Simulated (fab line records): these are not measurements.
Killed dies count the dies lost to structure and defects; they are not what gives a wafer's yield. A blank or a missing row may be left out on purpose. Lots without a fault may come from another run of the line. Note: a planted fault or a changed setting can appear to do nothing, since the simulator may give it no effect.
Matching of chambers -- flow n5Finfet -- N5_BEOL_M2_ETCH_69 on rieDiel-04: 4 sister chambers
The step etches SiARC in CF4, target depth 15.6 nm, time 26 s. 16 wafers are shown with their chamber, then 8 later ones without.

## EACH WAFER AND ITS CHAMBER
wafer,chamber,showerheadPlenumPTorr (Torr),drypumpMotorCurrentA (A),throttleValvePct (%)
L077.1,0,2.17,4.8,15.36
L077.5,0,2.17,4.8,15.34
L077.6,3,2.06,5.8,15.81
L080.3,1,2.21,6.0,15.39
L080.4,2,2.16,5.8,15.64
L080.5,3,2.06,5.8,15.84
L087.1,0,2.16,4.7,15.40
L087.2,1,2.20,5.9,15.44
L087.3,3,2.05,5.8,15.87
L086.3,0,2.16,4.8,15.42
L086.4,1,2.20,5.9,15.43
L086.6,1,2.20,5.9,15.45
L089.1,2,2.16,5.8,15.68
L089.2,1,2.20,5.9,15.44
L089.3,3,2.05,5.7,15.87
L093.1,3,2.05,5.7,15.89

SIGNATURES (means of the wafers above)
reading,chamber 0,chamber 1,chamber 2,chamber 3,scatter within a chamber
showerheadPlenumPTorr,2.1650,2.2020,2.1600,2.0540,0.005
drypumpMotorCurrentA,4.775,5.920,5.800,5.760,0.0479
throttleValvePct,15.3800,15.4300,15.6600,15.8560,0.0302
Rule: for a wafer and a chamber, the distance is found by dividing, reading by reading, the gap between the wafer's reading and the chamber's mean by the reading's scatter, squaring, summing and taking the root. The wafer belongs to the nearest chamber; if the next one is less than 2 further off, it can't be placed. How the scatter is found: for the shown wafers, subtract from each reading the mean of its chamber, square and add these, divide the total by (wafers less chambers), then take the root.

## WAFERS WITHOUT THEIR CHAMBER
wafer,showerheadPlenumPTorr (Torr),drypumpMotorCurrentA (A),throttleValvePct (%)
L093.5,2.15,5.8,15.69
L093.6,2.05,5.7,15.89
L095.2,2.20,5.9,15.45
L095.3,2.05,5.7,15.89
L095.4,2.15,4.7,15.43
L092.4,2.20,5.9,15.46
L092.5,2.15,4.8,15.44
L092.6,2.15,5.8,15.69

## THE CHAMBER EACH PASSED THROUGH
wafer,from the rows above,in truth
L093.5,2,2
L093.6,3,3
L095.2,1,1
L095.3,3,3
L095.4,0,0
L092.4,1,1
L092.5,0,0
L092.6,2,2
Placed correctly: 8 of 8. Number that these rows cannot place: 0. Number placed wrongly: 0.
